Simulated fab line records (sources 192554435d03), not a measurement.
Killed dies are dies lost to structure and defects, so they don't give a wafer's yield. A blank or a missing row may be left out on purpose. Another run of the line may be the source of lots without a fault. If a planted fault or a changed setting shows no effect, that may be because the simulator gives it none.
fab line records	flow n5-finfet
record: lots: 8	wafers: 24	last-day: 18
route steps=1938 shown HKMG_FIN@448 BEOL_M4@1111 PASSIVATION@1936
lots untouched by any fault: they come from a run of this same line in which no faults occurred
start-h: hours from the record's first day to the start of the lot's first wafer shown	wait-h: hours from the lot's prior step to this one	" unchanged from the row above	L1.1+2: a row that stands for several wafers	- either no value or no given start	* or withheld: withheld	< > ~ a bound
route shown NAME@n: a module of which the file shows steps, and the number in the route of the first	usual: mean/standard deviation taken from wafers without a fault	same: alike in all rows	chamber/n: place in a boat	sites: the reading at each site	_std_site: standard deviation across them	_edge_site: outer sites' mean less inner sites'	radius-mm: how far each site lies from the wafer's centre	mask NAME#n: copy n	behind: the last tool/chamber to shape the wafer	hold: why the lot was held/for how many hours/how that ended	device: the transistor (n, p or np) that didn't switch	end of line: the same wafers' tests at the end of the route	a step with no rows: only its recipe	killed: dies that structure and defects cost at the first sort, which is not the same as the wafer's yield	map: a wafer's dies, x killed, . not, _ none there
set.NAME: the run value of the setting; set.NAME@STEP: its run value at that earlier step	model.NAME: the simulator's own value behind a step, which no gauge read
one table for each step of the route and one row for each wafer, over a sample of lots
services: from which hour (start-h, from the record's first day; less than 0 if before it) a tool's chamber was out of use, for how many hours, and why
== steps ==
step: N5_HKMG_FIN_NWFM_ALD_20
recipe: material: TiAlC	target-thk-a: 20	temp-c: 300	ald-precursor-family: TiCl4	ald-co-reactant: TEA	pulse-time-s: 3	purge-time-s: 2	co-reactant-purge-time-s: 2	co-reactant-pulse-time-s: 10	ald-cycles: 7	pressure-torr: 3
usual: ald-cycles: 7/0	heater-power-w: 492/57	precursor-pulse-height-rel: 1.002/0.02
same: co-reactant-purge-time-s: 2
lot.wafer	tool	chamber	start-h	wait-h	ald-cycles	heater-power-w	precursor-pulse-height-rel
L687.2	ald-metal-04	2	95.73	0.3	7	569	1.025
L687.4	"	2	"	"	7	559	1.003
L687.6	"	0	"	"	7	434	0.985
L689.1	ald-metal-02	0	103.91	0.3	7	508	1.024
L689.3	"	3	"	"	7	484	1.020
L689.6	"	1	"	"	7	483	1.002
L694.1	ald-metal-04	0	126.17	0.3	7	416	1.026
L694.2	"	2	"	"	7	562	1.017
L694.4	"	3	"	"	7	426	0.989
L695.1	ald-metal-02	3	132.01	0.3	7	480	1.016
L695.2	"	0	"	"	7	508	1.006
L695.4	"	1	"	"	7	472	0.996
L697.2	ald-metal-04	1	145.95	0.3	4	594	1.044
L697.3	"	3	"	"	7	414	0.984
L697.6	"	3	"	"	7	417	1.057
L698.1	ald-metal-01	3	158.66	0.3	7	527	1.022
L698.3	"	2	"	"	7	491	0.960
L698.6	"	2	"	"	7	502	1.012
L708.2	ald-metal-01	0	209.87	0.3	7	414	1.011
L708.3	"	3	"	"	7	544	1.004
L708.4	"	1	"	"	7	513	1.014
L709.2	ald-metal-01	1	218.86	0.3	7	513	1.008
L709.4	"	2	"	"	7	486	1.031
L709.5	"	0	"	"	7	411	0.967
step: N5_HKMG_FIN_ALD_71
recipe: material: TiN	target-thk-a: 10	temp-c: 400	ald-precursor-family: TiCl4	ald-co-reactant: NH3	pulse-time-s: 1	purge-time-s: 3	co-reactant-purge-time-s: 2	co-reactant-pulse-time-s: 2	ald-cycles: 47	pressure-torr: 3
usual: ald-cycles: 47/0	heater-power-w: 881/110	precursor-pulse-height-rel: 1.000/0.018
same: co-reactant-purge-time-s: 2
lot.wafer	tool	chamber	start-h	wait-h	ald-cycles	heater-power-w	precursor-pulse-height-rel
L687.2	ald-metal-04	2	95.83	0.0	47	1052	1.045
L687.4	"	2	"	"	47	1046	1.012
L687.6	"	0	"	"	47	767	1.004
L689.1	ald-metal-02	0	104.01	0.0	47	922	1.021
L689.3	"	3	"	"	47	866	1.005
L689.6	"	1	"	"	47	843	0.989
L694.1	ald-metal-04	0	126.27	0.0	47	746	0.998
L694.2	"	2	"	"	47	1044	1.019
L694.4	"	3	"	"	47	735	0.972
L695.1	ald-metal-02	3	132.11	0.0	47	850	0.989
L695.2	"	0	"	"	47	933	0.983
L695.4	"	1	"	"	47	852	1.007
L697.2	ald-metal-04	1	146.04	0.0	47	1020	1.008
L697.3	"	3	"	"	47	751	1.029
L697.6	"	3	"	"	47	740	1.012
L698.1	ald-metal-01	3	158.76	0.0	47	979	1.005
L698.3	"	2	"	"	47	883	0.989
L698.6	"	2	"	"	47	883	0.995
L708.2	ald-metal-01	0	209.97	0.0	47	757	0.995
L708.3	"	3	"	"	47	960	0.971
L708.4	"	1	"	"	47	915	1.006
L709.2	ald-metal-01	1	218.96	0.0	47	899	1.000
L709.4	"	2	"	"	47	885	1.013
L709.5	"	0	"	"	47	740	1.023
step: N5_HKMG_FIN_STRIP_90
recipe: chemistry: N2/H2	material: SOC	time-s: 20	power-w: 500	temp-c: 40	pressure-mtorr: 50	rf-frequency-hz: 6e+07	bias-power-w: 8	h2-frac: 0.5	n2-flow-sccm: 300	h2-flow-sccm: 300
usual: drypump-motor-current-A: 5.5/0.51	oes-product-au: 0.80/0.066	rf-vpp-V: 54.2/0.93	showerhead-plenum-p-Torr: 3.41/0.11	throttle-valve-pct: 19.11/0.21
lot.wafer	tool	chamber	start-h	wait-h	drypump-motor-current-A	oes-product-au	rf-hours-counter-h	rf-vpp-V	showerhead-plenum-p-Torr	throttle-valve-pct
L687.2	rie-diel-01	1	96.24	0.0	5.3	0.92	14	54.9	3.44	18.70
L687.4	"	2	"	"	4.9	0.76	145	54.1	3.47	19.05
L687.6	"	2	"	"	5.0	0.75	-	54.4	3.47	19.03
L689.1	rie-diel-01	2	104.59	0.0	4.9	0.75	151	54.6	3.47	19.04
L689.3	"	0	"	"	6.4	0.82	72	54.7	3.42	19.06
L689.6	"	0	"	"	6.4	0.82	-	54.3	3.42	19.05
L694.1	rie-diel-01	2	126.88	0.0	5.0	0.74	161	52.1	3.46	19.06
L694.2	"	0	"	"	6.4	0.80	83	53.1	3.42	19.09
L694.4	"	1	"	"	5.2	0.88	30	54.3	3.43	18.72
L695.1	rie-diel-01	0	132.57	0.0	6.4	0.82	85	54.1	3.42	19.08
L695.2	"	3	"	"	5.3	0.74	172	54.8	3.48	19.08
L695.4	"	1	"	"	5.3	0.90	33	53.8	3.43	18.75
L697.2	rie-diel-05	0	146.44	0.0	6.2	0.83	75	53.6	3.26	19.04
L697.3	"	1	"	"	5.6	0.88	63	54.4	3.29	19.60
L697.6	"	3	"	"	4.6	0.85	-	55.2	3.54	18.99
L698.1	rie-diel-03	1	159.16	0.0	5.3	0.81	106	53.1	3.40	19.28
L698.3	"	0	"	"	5.7	0.77	136	54.9	3.52	19.13
L698.6	"	0	"	"	5.7	0.76	-	53.9	3.52	19.12
L708.2	rie-diel-03	0	210.38	0.0	5.7	0.76	154	54.8	3.51	19.15
L708.3	"	2	"	"	5.3	0.75	130	54.9	3.36	19.03
L708.4	"	1	"	"	5.2	0.78	125	53.5	3.39	19.30
L709.2	rie-diel-01	0	219.36	0.0	6.4	0.78	113	56.9	3.40	19.15
L709.4	"	2	"	"	4.9	0.72	194	55.0	3.44	19.12
L709.5	"	2	"	"	5.0	0.72	-	54.7	3.44	19.12
step: N5_HKMG_FIN_STRIP_69
recipe: chemistry: N2/H2	power-w: 2500	temp-c: 300	h2-frac: 0.65	time-s: 360	pressure-mtorr: withheld	n2-flow-sccm: 1750	h2-flow-sccm: 3250
usual: drypump-motor-current-A: 5.8/0.41	heater-power-w: 498/63
lot.wafer	tool	chamber	start-h	wait-h	drypump-motor-current-A	heater-power-w	rf-hours-counter-h
L687.2	plasma-asher-02	0	96.55	0.1	6.3	553	40
L687.4	"	1	"	"	5.2	549	-
L687.6	"	1	"	"	5.2	539	-
L689.1	plasma-asher-02	0	104.89	0.1	6.3	568	43
L689.3	"	0	"	"	6.3	556	-
L689.6	"	1	"	"	5.2	562	-
L694.1	plasma-asher-01	1	127.18	0.1	6.0	474	96
L694.2	"	0	"	"	5.7	402	96
L694.4	"	1	"	"	6.0	497	-
L695.1	plasma-asher-02	0	132.89	0.1	6.3	556	52
L695.2	"	1	"	"	5.2	555	52
L695.4	"	1	"	"	5.2	537	-
L697.2	plasma-asher-01	0	146.74	0.1	5.7	399	100
L697.3	"	1	"	"	6.0	473	-
L697.6	"	0	"	"	5.7	401	-
L698.1	plasma-asher-01	0	159.58	0.2	5.7	413	102
L698.3	"	1	"	"	6.0	480	-
L698.6	"	0	"	"	5.7	388	-
L708.2	plasma-asher-02	1	210.80	0.2	5.2	557	67
L708.3	"	1	"	"	5.2	565	-
L708.4	"	0	"	"	6.3	556	-
L709.2	plasma-asher-02	1	219.66	0.1	5.2	550	69
L709.4	"	0	"	"	6.3	566	-
L709.5	"	0	"	"	6.3	545	-
step: N5_BEOL_M4_RC_MEAS_101
usual: DIBL_N: 37.1/1.8	DIBL_P: 37.2/2.1	IOFF_N: 0.17/0.033	IOFF_N_85C: 3.3/0.53	IOFF_N_LIN: 0.078/0.012	IOFF_N_LONG: 5.47e-05/2.6e-06	IOFF_P: 0.22/0.037	IOFF_P_85C: 3.7/0.53	IOFF_P_LIN: 0.100/0.014	IOFF_P_LONG: 0.000102/1e-05	ION_N: 680/11	ION_P: 464/7.7	SS_N: 71.7/0.63	SS_P: 73.6/0.67	VT_N: 248.9/2.9	VT_N_LONG: 275.3/1.8	VT_N_LVT: 97/3	VT_P: -251/3.6	VT_P_LONG: -277/3.5	VT_P_LVT: -99/3.1
lot.wafer	tool	chamber	start-h	wait-h	DIBL_N[mV/V]	DIBL_P[mV/V]	IOFF_N[nA/um]	IOFF_N_85C[nA/um]	IOFF_N_LIN[nA/um]	IOFF_N_LONG[nA/um]	IOFF_P[nA/um]	IOFF_P_85C[nA/um]	IOFF_P_LIN[nA/um]	IOFF_P_LONG[nA/um]	ION_N[uA/um]	ION_P[uA/um]	SS_N[mV/dec]	SS_P[mV/dec]	VT_N[mV]	VT_N_LONG[mV]	VT_N_LVT[mV]	VT_P[mV]	VT_P_LONG[mV]	VT_P_LVT[mV]
L689.1	prober-02	0	190.94	0.0	38.7	40.6	0.22	4.1	0.097	5.19e-05	0.26	4.1	0.110	0.000101	701	473	72.0	74.6	242.9	276.1	93	-248	-280	-98
L689.3	"	0	"	"	35.8	36.7	0.14	2.9	0.069	5.15e-05	0.18	3.1	0.087	8.9e-05	676	455	71.4	73.2	251.4	276.1	99	-256	-278	-102
L689.6	"	0	"	"	34.1	33.8	0.12	2.5	0.058	5.25e-05	0.15	2.6	0.074	9.8e-05	667	454	71.0	72.5	251.3	275.9	101	-256	-277	-104
L687.2	prober-02	0	193.68	0.2	37.2	37.9	0.19	3.6	0.086	5.9e-05	0.27	4.4	0.122	0.000117	674	466	71.7	73.9	244.5	271.1	95	-245	-272	-95
L687.4	"	0	"	"	34.4	34.7	0.15	2.9	0.071	5.96e-05	0.20	3.5	0.101	0.000111	675	464	72.2	72.8	250.0	270.3	99	-248	-272	-98
L687.6	"	0	"	"	36.1	36.9	0.16	3.1	0.077	5.75e-05	0.24	4.1	0.115	0.000115	679	473	72.1	74.3	250.0	273.5	97	-245	-272	-98
L694.1	prober-01	0	219.82	0.0	37.7	37.9	0.15	3.0	0.068	4.85e-05	0.19	3.3	0.087	9.6e-05	665	458	71.3	74.0	251.8	278.0	102	-255	-283	-104
L694.2	"	0	"	"	37.6	37.6	0.16	3.0	0.070	4.98e-05	0.18	3.2	0.083	9.3e-05	673	454	71.9	72.9	252.4	276.8	99	-257	-285	-105
L694.4	"	0	"	"	34.5	35.4	0.11	2.3	0.055	4.86e-05	0.15	2.8	0.076	9e-05	655	452	70.6	73.1	255.9	278.8	103	-258	-281	-106
L695.1	prober-01	0	235.29	0.0	35.6	35.8	0.15	2.9	0.071	5.4e-05	0.20	3.5	0.096	0.000102	675	466	71.2	73.9	249.1	274.6	98	-251	-274	-98
L695.2	"	0	"	"	38.3	37.0	0.19	3.5	0.082	5.51e-05	0.23	3.8	0.103	0.000103	691	470	71.7	73.9	249.9	275.6	96	-249	-274	-96
L695.4	"	0	"	"	34.8	34.9	0.14	2.7	0.067	5.49e-05	0.19	3.3	0.091	0.000111	678	464	70.5	72.2	250.8	273.7	99	-254	-276	-99
L697.2	prober-01	0	240.99	0.2	38.3	38.8	0.01	0.3	0.004	1.97e-05	0.53	7.9	0.244	0.000195	494	497	71.8	75.1	331.6	357.2	178	-224	-256	-75
L697.3	"	0	"	"	37.0	36.4	0.16	3.1	0.076	5.53e-05	0.21	3.6	0.100	9.9e-05	691	468	71.1	73.4	248.5	273.7	97	-252	-278	-98
L697.6	"	0	"	"	35.7	34.3	0.14	2.8	0.066	5.42e-05	0.17	3.1	0.086	9e-05	672	457	71.4	72.9	251.5	276.3	100	-251	-279	-102
L698.1	prober-02	0	259.07	0.0	39.2	40.1	0.20	3.8	0.087	5.34e-05	0.23	4.0	0.100	9.5e-05	673	452	72.7	74.4	249.5	274.9	95	-252	-283	-101
L698.3	"	0	"	"	37.0	38.1	0.16	3.2	0.075	5.29e-05	0.19	3.4	0.090	8.8e-05	679	458	71.3	74.2	249.1	277.3	98	-253	-280	-102
L698.6	"	0	"	"	38.2	39.8	0.20	3.8	0.090	5.37e-05	0.23	4.1	0.103	9.7e-05	686	465	72.0	74.5	248.2	273.8	94	-250	-278	-99
L708.2	prober-02	0	322.86	0.2	39.5	39.0	0.18	3.5	0.080	5.24e-05	0.24	4.2	0.109	0.000101	664	463	71.9	73.9	249.3	275.1	98	-248	-278	-98
L708.3	"	0	"	"	40.7	38.9	0.21	3.9	0.085	5.34e-05	0.24	4.2	0.109	0.000111	678	461	73.2	74.5	247.9	277.4	98	-247	-275	-98
L708.4	"	0	"	"	37.4	35.8	0.16	3.0	0.071	5.38e-05	0.20	3.5	0.095	0.000114	680	461	71.3	73.8	250.8	276.7	100	-250	-276	-99
L709.2	prober-02	0	325.78	0.2	40.8	40.8	0.27	5.0	0.111	5.83e-05	0.34	5.5	0.145	0.000114	703	477	73.1	74.0	242.1	273.1	91	-241	-270	-92
L709.4	"	0	"	"	35.2	34.0	0.13	2.7	0.064	5.62e-05	0.20	3.5	0.101	0.000117	677	463	72.0	72.0	251.3	275.4	102	-248	-273	-98
L709.5	"	0	"	"	37.1	36.9	0.18	3.5	0.080	5.69e-05	0.25	4.4	0.119	0.000121	679	467	71.7	73.6	248.0	273.6	98	-244	-273	-95
step: N5_PASSIVATION_PROBE_49
usual: defect-limited-yield: 91.7/1.5	killed_at_M0_to_M3: 32/10	killed_at_M4_up: 14/5.3	killed-at-contacts: 13/5.7	killed-at-front-end: 37/10	killed-at-other: 3.3/2.5	killed-dies: 98/18	killed-open: 65/13	killed-short: 31/7.5	sort_bin_4_leakage: 0.00/0.0099	sort_bin_5_function: 4.9/0.91	sort_bin_6_memory: 3.1/0.71	sort_bin_8_speed: 0.00/0.017	sort-n-pass: 1082/18	sort-yield-pct: 91.7/1.5
same: gross-dies: 1180	killed-at-back-side: 0
lot.wafer	tool	chamber	start-h	wait-h	defect-limited-yield[%]	killed_at_M0_to_M3	killed_at_M4_up	killed-at-contacts	killed-at-front-end	killed-at-other	killed-dies	killed-open	killed-short	sort_bin_4_leakage[%]	sort_bin_5_function[%]	sort_bin_6_memory[%]	sort_bin_8_speed[%]	sort-n-pass	sort-yield-pct[%]
L689.1	prober-01	-	300.38	0.0	94.2	22	10	7	29	0	68	37	24	0	3.0	2.1	0	1112	94.2
L689.3	prober-01	-	300.48	0.1	91.2	26	10	16	49	3	104	65	39	0	5.2	3.4	0	1076	91.2
L689.6	prober-01	-	300.63	0.3	91.3	28	17	11	45	2	103	57	42	0	4.8	3.2	0	1077	91.3
L687.2	prober-02	-	301.95	0.1	94.3	15	19	6	25	2	67	44	22	0	3.2	2.4	0	1113	94.3
L687.4	prober-02	-	302.05	0.2	92.2	17	14	4	46	11	92	68	23	0	4.7	3.0	0	1088	92.2
L687.6	prober-02	-	302.15	0.3	92.5	21	14	12	38	4	89	59	30	0	4.5	2.9	0	1091	92.5
L694.1	prober-01	-	332.95	0.0	92.3	32	10	10	39	0	91	60	30	0	4.8	2.5	0	1089	92.3
L694.2	prober-01	-	333.00	0.1	91.5	31	12	9	48	0	100	59	41	0	5.4	2.7	0	1080	91.5
L694.4	prober-01	-	333.10	0.2	93.0	27	9	6	39	2	83	43	39	0	3.5	3.3	0	1097	93.0
L695.1	prober-01	-	342.09	0.0	91.5	23	8	14	50	5	100	52	47	0	4.8	3.1	0	1080	91.5
L695.2	prober-01	-	342.14	0.1	89.8	38	14	13	53	2	120	71	47	0	6.1	3.6	0	1060	89.8
L695.4	prober-01	-	342.24	0.2	92.2	27	10	10	43	2	92	65	27	0	5.2	2.4	0	1088	92.2
L697.2	prober-01	-	342.45	0.1	91.4	37	18	13	26	7	101	59	37	14.92	6.0	2.0	76.53	0	0
L697.3	prober-01	-	342.50	0.1	91.7	29	10	12	42	5	98	58	37	0	4.7	3.1	0	1082	91.7
L697.6	prober-01	-	342.65	0.3	92.9	27	15	21	16	5	84	61	23	0	4.0	2.9	0	1096	92.9
L698.1	prober-02	-	360.48	0.0	88.8	39	16	22	51	4	132	79	46	0	6.4	3.7	0	1048	88.8
L698.3	prober-02	-	360.58	0.1	90.4	38	15	14	45	1	113	76	32	0	5.8	3.4	0	1067	90.4
L698.6	prober-02	-	360.73	0.3	91.8	37	14	19	24	3	97	66	29	0	4.8	3.2	0	1083	91.8
L709.2	prober-01	-	432.68	0.1	94.7	17	17	7	22	0	63	44	19	0	3.5	1.8	0	1117	94.7
L709.4	prober-01	-	432.78	0.2	92.9	22	13	18	28	3	84	64	19	0	4.3	2.5	0	1096	92.9
L709.5	prober-01	-	432.83	0.2	92.4	29	25	14	21	1	90	53	37	0	4.7	2.8	0	1090	92.4
L708.2	prober-02	-	434.63	0.1	91.0	29	12	16	47	2	106	69	36	0	5.6	3.1	0	1074	91.0
L708.3	prober-02	-	434.68	0.1	92.2	24	13	12	33	10	92	54	37	0	5.0	2.4	0	1088	92.2
L708.4	prober-02	-	434.73	0.2	89.2	41	16	23	47	1	128	82	46	0	6.2	4.4	0	1052	89.2
killed by level:class
L689.1 MOL_CONTACT_COAG:geometric-particle:open=6 BEOL_M0_SAQP:geometric-particle:short=6 HKMG_FIN:area-etch=6 FIN_SAQP:geometric-particle:short=5 BEOL_M0_SAQP:geometric-particle:open=5 DUMMY_GATE:geometric-particle:open=4 BEOL_M4:geometric-particle:open=4 FIN_SAQP:geometric-particle:open=3
L689.3 MOL_CONTACT_COAG:geometric-particle:open=15 FIN_SAQP:geometric-particle:short=14 BEOL_M0_SAQP:geometric-particle:open=8 FIN_SAQP:geometric-particle:open=6 DUMMY_GATE:geometric-particle:open=6 BEOL_M0_SAQP:geometric-particle:short=6 GATE_CUT:geometric-particle:short=5 GATE_CUT:geometric-particle:open=4
L689.6 MOL_CONTACT_COAG:geometric-particle:open=9 BEOL_M4:geometric-particle:open=9 BEOL_M0_SAQP:geometric-particle:open=7 FIN_SAQP:geometric-particle:short=6 BEOL_M0_SAQP:geometric-particle:short=6 FIN_SAQP:geometric-particle:open=5 DUMMY_GATE:geometric-particle:open=5 BEOL_M2:geometric-particle:open=5
L687.2 BEOL_M5:geometric-particle:open=9 STI_FIN_REVEAL:geometric-particle:open=8 GATE_CUT:geometric-particle:short=6 BEOL_M0_SAQP:geometric-particle:short=6 GATE_CUT:geometric-particle:open=5 MOL_CONTACT_COAG:geometric-particle:open=4 BEOL_M3:geometric-particle:open=4 DUMMY_GATE:geometric-particle:open=3
L687.4 STI_FIN_REVEAL:geometric-particle:open=20 DUMMY_GATE:geometric-particle:open=5 BEOL_M4:geometric-particle:open=5 MIM_TOP:geometric-particle:open=4 MOL_CONTACT_COAG:geometric-particle:open=4 BEOL_M0_SAQP:geometric-particle:short=4 BEOL_M3:geometric-particle:open=4 MIM_TOP:geometric-particle:short=4
L687.6 MOL_CONTACT_COAG:geometric-particle:open=12 GATE_CUT:geometric-particle:short=9 BEOL_M0_SAQP:geometric-particle:short=8 STI_FIN_REVEAL:geometric-particle:open=6 BEOL_M4:geometric-particle:open=6 STARTING-WAFER:geometric-particle:open=6 FIN_SAQP:geometric-particle:short=5 FIN_SAQP:geometric-particle:open=4
L694.1 FIN_SAQP:geometric-particle:short=13 BEOL_M3:geometric-particle:open=9 STI_FIN_REVEAL:geometric-particle:open=8 MOL_CONTACT_COAG:geometric-particle:open=8 BEOL_M1:geometric-particle:open=7 FIN_SAQP:geometric-particle:open=5 BEOL_M0_SAQP:geometric-particle:open=4 BEOL_M0_SAQP:geometric-particle:short=4
L694.2 FIN_SAQP:geometric-particle:short=17 STI_FIN_REVEAL:geometric-particle:open=10 BEOL_M0_SAQP:geometric-particle:short=9 FIN_SAQP:geometric-particle:open=8 BEOL_M0_SAQP:geometric-particle:open=8 MOL_CONTACT_COAG:geometric-particle:open=7 BEOL_M2:geometric-particle:open=7 BEOL_M4:geometric-particle:open=5
L694.4 FIN_SAQP:geometric-particle:short=10 STI_FIN_REVEAL:geometric-particle:open=9 MOL_CONTACT_COAG:geometric-particle:open=6 BEOL_M0_SAQP:geometric-particle:short=6 GATE_CUT:geometric-particle:short=4 STARTING-WAFER:geometric-particle:short=4 FIN_SAQP:geometric-particle:open=3 BEOL_M0_SAQP:geometric-particle:open=3
L695.1 FIN_SAQP:geometric-particle:short=12 MOL_CONTACT_COAG:geometric-particle:open=12 FIN_SAQP:geometric-particle:open=7 DUMMY_GATE:geometric-particle:open=7 STARTING-WAFER:geometric-particle:short=7 STI_FIN_REVEAL:geometric-particle:open=6 BEOL_M0_SAQP:geometric-particle:short=6 BEOL_M3:geometric-particle:short=5
L695.2 FIN_SAQP:geometric-particle:short=22 MOL_CONTACT_COAG:geometric-particle:open=12 BEOL_M0_SAQP:geometric-particle:open=10 BEOL_M0_SAQP:geometric-particle:short=9 FIN_SAQP:geometric-particle:open=7 STI_FIN_REVEAL:geometric-particle:open=6 BEOL_M1:geometric-particle:open=6 BEOL_M6:geometric-particle:open=6
L695.4 STI_FIN_REVEAL:geometric-particle:open=14 FIN_SAQP:geometric-particle:short=10 MOL_CONTACT_COAG:geometric-particle:open=10 FIN_SAQP:geometric-particle:open=6 BEOL_M0_SAQP:geometric-particle:short=6 BEOL_M0_SAQP:geometric-particle:open=6 BEOL_M1:geometric-particle:open=6 BEOL_M2:geometric-particle:open=3
L697.2 BEOL_M0_SAQP:geometric-particle:open=12 BEOL_M0_SAQP:geometric-particle:short=11 MOL_CONTACT_COAG:geometric-particle:open=10 DUMMY_GATE:geometric-particle:open=6 BEOL_M3:geometric-particle:open=6 BEOL_M4:geometric-particle:open=6 STARTING-WAFER:geometric-particle:short=6 HKMG_FIN:area-etch=4
L697.3 FIN_SAQP:geometric-particle:open=12 BEOL_M0_SAQP:geometric-particle:short=11 MOL_CONTACT_COAG:geometric-particle:open=8 FIN_SAQP:geometric-particle:short=7 BEOL_M0_SAQP:geometric-particle:open=7 STI_FIN_REVEAL:geometric-particle:open=6 STI_FIN_REVEAL:geometric-particle:short=5 BEOL_M0:geometric-particle:open=4
L697.6 MOL_CONTACT_COAG:geometric-particle:open=17 BEOL_M0_SAQP:geometric-particle:open=10 BEOL_M4:geometric-particle:open=10 BEOL_M0_SAQP:geometric-particle:short=8 MOL_CONTACT_COAG:geometric-particle:short=4 BEOL_M5:geometric-particle:open=4 FIN_SAQP:geometric-particle:open=3 STI_FIN_REVEAL:geometric-particle:open=3
L698.1 FIN_SAQP:geometric-particle:open=15 MOL_CONTACT_COAG:geometric-particle:open=13 MOL_CONTACT_COAG:geometric-particle:short=9 FIN_SAQP:geometric-particle:short=8 BEOL_M0_SAQP:geometric-particle:short=8 BEOL_M1:geometric-particle:open=7 BEOL_M0_SAQP:geometric-particle:open=5 BEOL_M0:geometric-particle:open=4
L698.3 BEOL_M1:geometric-particle:open=14 FIN_SAQP:geometric-particle:open=12 MOL_CONTACT_COAG:geometric-particle:open=12 BEOL_M0_SAQP:geometric-particle:short=7 BEOL_M4:geometric-particle:open=7 DUMMY_GATE:geometric-particle:open=6 BEOL_M0_SAQP:geometric-particle:open=5 BEOL_M1:geometric-particle:short=5
L698.6 MOL_CONTACT_COAG:geometric-particle:open=15 BEOL_M0_SAQP:geometric-particle:open=11 BEOL_M1:geometric-particle:open=10 FIN_SAQP:geometric-particle:open=7 BEOL_M0_SAQP:geometric-particle:short=7 FIN_SAQP:geometric-particle:short=5 BEOL_M4:geometric-particle:open=5 STI_FIN_REVEAL:geometric-particle:open=4
L709.2 BEOL_M4:geometric-particle:open=13 ILD0:geometric-particle:short=5 MOL_CONTACT_COAG:geometric-particle:open=5 BEOL_M3:geometric-particle:open=5 ILD0:geometric-particle:open=4 BEOL_M0_SAQP:geometric-particle:short=4 STI_FIN_REVEAL:geometric-particle:open=3 DUMMY_GATE:geometric-particle:open=3
L709.4 MOL_CONTACT_COAG:geometric-particle:open=16 BEOL_M1:geometric-particle:open=8 BEOL_M2:geometric-particle:open=6 BEOL_M4:geometric-particle:open=5 STI_FIN_REVEAL:geometric-particle:open=4 DUMMY_GATE:geometric-particle:open=4 GATE_CUT:geometric-particle:short=4 BEOL_M0_SAQP:geometric-particle:open=4
L709.5 BEOL_M4:geometric-particle:open=15 BEOL_M0_SAQP:geometric-particle:short=9 MOL_CONTACT_COAG:geometric-particle:open=8 FIN_SAQP:geometric-particle:short=7 MOL_CONTACT_COAG:geometric-particle:short=6 BEOL_M2:geometric-particle:open=5 BEOL_M3:geometric-particle:open=5 ILD0:geometric-particle:short=4
L708.2 FIN_SAQP:geometric-particle:open=14 MOL_CONTACT_COAG:geometric-particle:open=12 BEOL_M0_SAQP:geometric-particle:open=11 BEOL_M0_SAQP:geometric-particle:short=10 STI_FIN_REVEAL:geometric-particle:open=8 GATE_CUT:geometric-particle:short=8 FIN_SAQP:geometric-particle:short=6 MOL_CONTACT_COAG:geometric-particle:short=4
L708.3 FIN_SAQP:geometric-particle:open=12 BEOL_M0_SAQP:geometric-particle:short=8 BEOL_M0_SAQP:geometric-particle:open=8 MOL_CONTACT_COAG:geometric-particle:open=7 FIN_SAQP:geometric-particle:short=5 MOL_CONTACT_COAG:geometric-particle:short=5 GATE_CUT:geometric-particle:short=4 BEOL_M4:geometric-particle:short=4
L708.4 MOL_CONTACT_COAG:geometric-particle:open=19 BEOL_M0_SAQP:geometric-particle:short=19 FIN_SAQP:geometric-particle:open=16 BEOL_M0_SAQP:geometric-particle:open=12 GATE_CUT:geometric-particle:short=7 BEOL_M5:geometric-particle:open=6 STI_FIN_REVEAL:geometric-particle:open=5 BEOL_M3:geometric-particle:open=5
== services ==
tool	chamber	start-h	hours	kind
rie-diel-01	-	73.72	1.2	repair
ald-metal-01	1	74.46	-	calibration
rie-diel-01	1	77.18	4.7	repair
plasma-asher-01	-	78.85	28.1	pm
ald-metal-04	3	82.71	16.8	repair
rie-diel-01	3	100.79	8.7	repair
plasma-asher-02	-	122.28	3.3	repair
rie-diel-01	-	135.57	0.8	repair
plasma-asher-02	-	139.91	0.9	repair
rie-diel-05	1	148.75	2.2	repair
rie-diel-05	0	152.80	25.5	repair
rie-diel-05	1	160.48	5.4	repair
plasma-asher-01	-	162.20	3.4	repair
rie-diel-01	0	168.70	6.0	repair
ald-metal-02	-	189.77	3.0	repair
ald-metal-01	-	197.87	2.8	pm
plasma-asher-02	-	213.01	0.6	repair
plasma-asher-01	-	214.92	1.3	repair
rie-diel-03	3	216.77	-	clean
rie-diel-03	3	216.77	-	consumable-replace:focus-ring
rie-diel-03	3	216.77	-	consumable-replace:showerhead
rie-diel-03	3	216.77	18.6	scheduled-down
rie-diel-03	3	216.77	18.6	vent-cycle
== key ==
first-sign: step: N5_HKMG_FIN_NWFM_ALD_20	reading: ald-cycles	direction: down	sigmas: 99+	usual: *	struck: *
effect: step: N5_BEOL_M4_RC_MEAS_101	reading: VT_N_LONG	direction: up	sigmas: 47	usual: 275.3	struck: 357.2
effect: step: N5_BEOL_M4_RC_MEAS_101	reading: VT_N	direction: up	sigmas: 28	usual: 248.9	struck: 331.6
effect: step: N5_BEOL_M4_RC_MEAS_101	reading: VT_N_LVT	direction: up	sigmas: 27	usual: 97	struck: 178
effect: step: N5_BEOL_M4_RC_MEAS_101	reading: ION_N	direction: down	sigmas: 17	usual: 680	struck: 494
effect: step: N5_BEOL_M4_RC_MEAS_101	reading: IOFF_N_LONG	direction: down	sigmas: 14	usual: 5.47e-05	struck: 1.97e-05
effect: step: N5_BEOL_M4_RC_MEAS_101	reading: IOFF_P_LIN	direction: up	sigmas: 10	usual: 0.100	struck: 0.244
effect: step: N5_BEOL_M4_RC_MEAS_101	reading: IOFF_P_LONG	direction: up	sigmas: 9.3	usual: 0.000102	struck: 0.000195
effect: step: N5_BEOL_M4_RC_MEAS_101	reading: IOFF_P	direction: up	sigmas: 8.7	usual: 0.22	struck: 0.53
effect: step: N5_BEOL_M4_RC_MEAS_101	reading: IOFF_P_85C	direction: up	sigmas: 8	usual: 3.7	struck: 7.9
effect: step: N5_BEOL_M4_RC_MEAS_101	reading: VT_P_LVT	direction: up	sigmas: 7.7	usual: -99	struck: -75
effect: step: N5_BEOL_M4_RC_MEAS_101	reading: VT_P	direction: up	sigmas: 7.4	usual: -251	struck: -224
effect: step: N5_BEOL_M4_RC_MEAS_101	reading: IOFF_N_LIN	direction: down	sigmas: 6.1	usual: 0.078	struck: 0.004
effect: step: N5_PASSIVATION_PROBE_49	reading: sort_bin_8_speed	direction: up	sigmas: 99+	usual: 0.00	struck: 76.53
met-at N5_HKMG_FIN_NWFM_ALD_20
struck-lots L697
struck-wafers L697.2
not-acting-at N5_HKMG_FIN_ALD_71,N5_HKMG_FIN_STRIP_90,N5_HKMG_FIN_STRIP_69
fault: kind: process-parameter-drift	tool: ald-metal-04	chamber: 1	onset-h: 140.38	steps: N5_HKMG_FIN_NWFM_ALD_20	channel: ald-cycles	offset: *	shape: step	end-h: 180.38	acts-in: *	stated: *
